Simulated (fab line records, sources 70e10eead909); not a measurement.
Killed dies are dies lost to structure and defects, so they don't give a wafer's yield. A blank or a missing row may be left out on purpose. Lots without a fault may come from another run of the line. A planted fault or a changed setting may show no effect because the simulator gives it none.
A struck lot beside a sound one | flow nand_harc | 24 steps out of a route of 1302
Sound: wafers L967.3, L967.4, L967.6. Struck: wafers L983.1, L983.4, L983.5. The cause comes at the end.
At each step with rows: each side's tool, then ch and its chambers, then its first start. Under that, the readings that differ: sound wafers | struck wafers | difference of the means | sigmas: that difference in standard deviations of wafers without a fault.
alike: readings whose means differ by less than 2 such deviations, and words and numbers that are the same on both sides. not compared: withheld readings, readings that some wafer has no value for, bounds like >300 that may hide the same value, and numbers for which the record gives no deviation and whose values overlap.
The two part at a step that has a row with sigmas, a row that says differs or no value, or rows on one side only. Numbers that don't overlap but have no deviation are shown without sigmas and don't part them. A reading that every wafer of one side lacks parts them only if that side has two wafers or more.

NHARC_P_CONTACT_DEP_30: deposits SiNx, target thk 30 nm.
  sound on pecvd-02 ch 1,2, day 6 03:14; struck on pecvd-01 ch 0,1,2, day 12 21:47
  alike: heater_power_w
NHARC_P_CONTACT_DEP_00: deposits SiO2, target thk 500 nm.
  sound on pecvd-02 ch 1,2, day 6 03:36; struck on pecvd-01 ch 0,1,2
  alike: chamber_pressure_Torr, heater_power_w, throttle_valve_pct
NHARC_P_CONTACT_CMP_01: polishes SiO2, target thk 200 nm.
  sound on cmp-02 ch 0,1,2, day 6 04:05; struck on cmp-04 ch 0,1,2, day 12 22:28
  alike: motor_current_A
then, 8 steps without rows for these wafers: NHARC_P_CONTACT_SRD_03; NHARC_P_CONTACT_DEHYDRATE_04 (time 120 s); NHARC_P_CONTACT_HMDS_05 (time 30 s); NHARC_P_CONTACT_COAT_33 (time 75 s); NHARC_P_CONTACT_COAT_34 (time 65 s); NHARC_P_CONTACT_COAT_06 (resist thk 90 nm); NHARC_P_CONTACT_SOFTBAKE_07 (time 55 s); NHARC_P_CONTACT_EBR_08.
NHARC_P_CONTACT_EXPOSE_09: exposes mask P CA, target cd 90 nm.
  sound on arfi_scanner-02 ch 0, day 6 04:47; struck on arfi_scanner-02 ch 0, day 12 23:06
  reading | sound                | struck                        | difference | sigmas
  mask    | P_CA#0 P_CA#0 P_CA#0 | P_CA_R1#0 P_CA_R1#0 P_CA_R1#0 | differs    |
  alike: focus_offset_nm
then, 2 steps without rows for these wafers: NHARC_P_CONTACT_PEB_10 (peb time 65 s); NHARC_P_CONTACT_DEVELOP_11 (develop time 35 s).
NHARC_P_CONTACT_CD_MEAS_12: target cd 90 nm.
  sound on cd_sem-03 ch 0, day 6 04:55; struck on cd_sem-03 ch 0, day 12 23:14
  reading    | sound          | struck         | difference | sigmas
  cd_nm (nm) | 89.3 87.6 89.1 | 85.7 86.1 86.7 | -2.5       | -4
NHARC_P_CONTACT_OVL_MEAS_13:
  sound on overlay-02, day 6 05:01; struck on overlay-01, day 12 23:20
  reading           | sound        | struck         | difference | sigmas
  overlay_x_nm (nm) | 0.1 -0.3 0.4 | -1.9 -1.7 -1.6 | -1.8       | -2
  alike: overlay_y_nm
NHARC_P_CONTACT_INSPECT_14:
  sound on defect_inspect-02, day 6 05:04; struck on defect_inspect-02, day 12 23:22
  alike: raw_defect_count
NHARC_P_CONTACT_DESCUM_17: chemistry O2, time 3 s.
  sound on rie_diel-02 ch 1,2, day 6 05:07; struck on rie_diel-02 ch 0,2,3, day 12 23:26
  reading                    | sound             | struck            | difference | sigmas
  model.P_CONTACT.cd_nm (nm) | 89.43 86.96 88.77 | 85.97 86.76 86.89 | -1.85      |
  alike: chamber_pressure_mTorr, drypump_motor_current_A, mfc_ar_sccm, oes_product_au, rf_vpp_V, showerhead_plenum_p_Torr, throttle_valve_pct
  not compared: rf_hours_counter_h
then, 1 step without rows for these wafers: NHARC_P_CONTACT_ETCH_35 (etches the open film in CF4, target depth 39 nm, time 65 s).
NHARC_P_CONTACT_ETCH_36: etches the open film in N2/H2, target depth 260 nm, time 406.25 s.
  sound on rie_diel-02 ch 0,2; struck on rie_diel-02 ch 0,2
  alike: chamber_pressure_mTorr, drypump_motor_current_A, mfc_ar_sccm, oes_product_au, rf_vpp_V, showerhead_plenum_p_Torr, throttle_valve_pct
  not compared: rf_hours_counter_h
NHARC_P_CONTACT_ETCH_18: etches the open film in C4F8/O2/Ar, target depth 481 nm, time 240.5 s.
  sound on rie_diel-02 ch 0,1,2; struck on rie_diel-02 ch 0,1,3
  alike: chamber_pressure_mTorr, oes_product_au, rf_vpp_V
  not compared: rf_hours_counter_h
then, 1 step without rows for these wafers: NHARC_P_CONTACT_STRIP_37 (strips in C4F8/O2/Ar).
NHARC_P_CONTACT_ETCH_31: etches the open film in CH3F/O2, target depth 30 nm, time 85.7 s.
  sound on rie_diel-02 ch 1,2; struck on rie_diel-02 ch 0,1,3
  reading                    | sound             | struck            | difference | sigmas
  model.P_CONTACT.cd_nm (nm) | 86.58 88.62 90.49 | 85.09 86.56 84.31 | -3.24      |
  alike: chamber_pressure_mTorr, drypump_motor_current_A, mfc_ar_sccm, oes_product_au, rf_vpp_V, showerhead_plenum_p_Torr, throttle_valve_pct
  not compared: rf_hours_counter_h
NHARC_P_CONTACT_CD_MEAS_19:
  sound on cd_sem-02, day 6 06:01; struck on cd_sem-01, day 13 00:19
  alike: cd_nm

WHERE THEY PART
First at NHARC_P_CONTACT_EXPOSE_09; last, within this record, at NHARC_P_CONTACT_OVL_MEAS_13. Later steps at which nothing parts them and some readings are alike: NHARC_P_CONTACT_INSPECT_14, NHARC_P_CONTACT_DESCUM_17, NHARC_P_CONTACT_ETCH_36, NHARC_P_CONTACT_ETCH_18, NHARC_P_CONTACT_ETCH_31, NHARC_P_CONTACT_CD_MEAS_19.

WHY: what the simulator had put in
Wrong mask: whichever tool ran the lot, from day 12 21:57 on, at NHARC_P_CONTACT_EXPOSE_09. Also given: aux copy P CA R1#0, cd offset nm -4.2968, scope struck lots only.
